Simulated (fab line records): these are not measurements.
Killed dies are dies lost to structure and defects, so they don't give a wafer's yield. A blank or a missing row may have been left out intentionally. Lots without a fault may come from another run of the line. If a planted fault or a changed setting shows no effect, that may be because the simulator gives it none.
A lot that was struck, set against a sound lot ; flow n5-finfet ; 22 out of 1938 route steps
Sound: wafers L598.3, L598.5, L598.6. Struck: wafers L585.2, L585.5, L585.6. The cause comes at the end.
At each step with rows: each side's tool, then ch and its chambers, then its first start. Under that, the readings that differ: sound wafers ; struck wafers ; difference of the means ; sigmas: that difference in standard deviations of wafers without a fault.
alike: same words and numbers on both sides, and readings whose means sit less than 2 such deviations apart. not compared: any withheld reading, any reading some wafer has no value for, any bound like >300 that may hide the same value, and any number with overlapping values for which the record gives no deviation.
The two part at a step that has a row with sigmas, a row that says differs or no value, or rows on one side only. When numbers do not overlap yet have no deviation, they are printed without sigmas and do not part them. A reading missing from all wafers of one side parts the sides only when that side holds two or more wafers.

first, 8 steps without rows for these wafers: N5_BEOL_M10_DEVELOP_10 (develop time 30 s); N5_BEOL_M10_DESCUM_16 (chemistry O2, time 7.9 s); N5_BEOL_M10_ETCH_61 (etches SiARC in CF4, target depth 39 nm, time 65 s); N5_BEOL_M10_ETCH_62 (etches SOC in N2/H2, target depth 110 nm, overetch 22 nm, time 165 s); N5_BEOL_M10_STRIP_68 (strips in N2/H2); N5_BEOL_M10_STRIP_67 (strips in CF4); N5_BEOL_M10_HM_OPEN_17 (chemistry Cl2/BCl3, target TiN, target depth 20 nm, overetch 6 nm); N5_BEOL_M10_STRIP_19 (strips in O2).
N5_BEOL_M10_COAT_63: time 60 s, resist thk 100 nm.
  sound on litho-track-05 ch 0, day 16 10:59; struck on litho-track-05 ch 0, day 13 03:57
reading;sound;struck;difference;sigmas
spin-speed-rpm (rpm);1499.0 1499.9 1499.6;1569.2 1570.7 1567.6;+69.7;+63
model.SOC_of_BEOL_M10_COAT_63.thk-nm (nm);99.8 99.8 100;97.4 97.4 97.2;-2.5;
then, 9 steps without rows for these wafers: N5_BEOL_M10_COAT_64 (time 60 s, resist thk 30 nm); N5_BEOL_M10_COAT_22 (resist thk 90 nm); N5_BEOL_M10_EBR_24; N5_BEOL_M10_SOFTBAKE_23 (time 60 s); N5_BEOL_M10_EXPOSE_25 (exposes mask V9); N5_BEOL_M10_PEB_26 (peb time 60 s); N5_BEOL_M10_DEVELOP_27 (develop time 30 s); N5_BEOL_M10_DESCUM_33 (chemistry O2, time 7.9 s); N5_BEOL_M10_ETCH_65 (etches SiARC in CF4, target depth 39 nm, time 65 s).
N5_BEOL_M10_ETCH_66: etches SOC in N2/H2, target depth 120 nm, overetch 24 nm, time 180 s.
  sound on rie-diel-02 ch 0,1,3, day 16 11:33; struck on rie-diel-02 ch 2,3, day 13 04:32
reading;sound;struck;difference;sigmas
model.etch.depth-nm (nm);99.89 99.83 99.98;97.39 97.37 97.3;-2.55;
  alike: drypump-motor-current-A, oes-product-au, rf-vpp-V, showerhead-plenum-p-Torr, throttle-valve-pct
  not compared: rf-hours-counter-h
then, 1 step without rows for these wafers: N5_BEOL_M10_STRIP_69 (strips in N2/H2).
N5_BEOL_M10_VIA_ETCH_34: etches SiCOH lowk in C4F6/O2, target depth 184.5 nm, time 69.2 s.
  sound on rie-diel-02 ch 0,1,3, day 16 11:40; struck on rie-diel-02 ch 2,3, day 13 04:40
reading;sound;struck;difference;sigmas
model.SOC_of_BEOL_M10_COAT_63.thk-nm (nm);92 92.2 92.4;89.6 89.4 89.4;-2.7;
  alike: drypump-motor-current-A, oes-product-au, rf-vpp-V, showerhead-plenum-p-Torr, throttle-valve-pct
  not compared: rf-hours-counter-h
then, 1 step without rows for these wafers: N5_BEOL_M10_STRIP_73 (strips in C4F6/O2).

== WHERE THEY PART ==
Within this record, at N5_BEOL_M10_COAT_63 only. Later steps at which nothing parts them and some readings are alike: N5_BEOL_M10_ETCH_66, N5_BEOL_M10_VIA_ETCH_34.

WHY: the cause the simulator had injected
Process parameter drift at N5_BEOL_M10_COAT_63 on litho-track-05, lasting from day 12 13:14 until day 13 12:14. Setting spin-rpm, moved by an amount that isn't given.
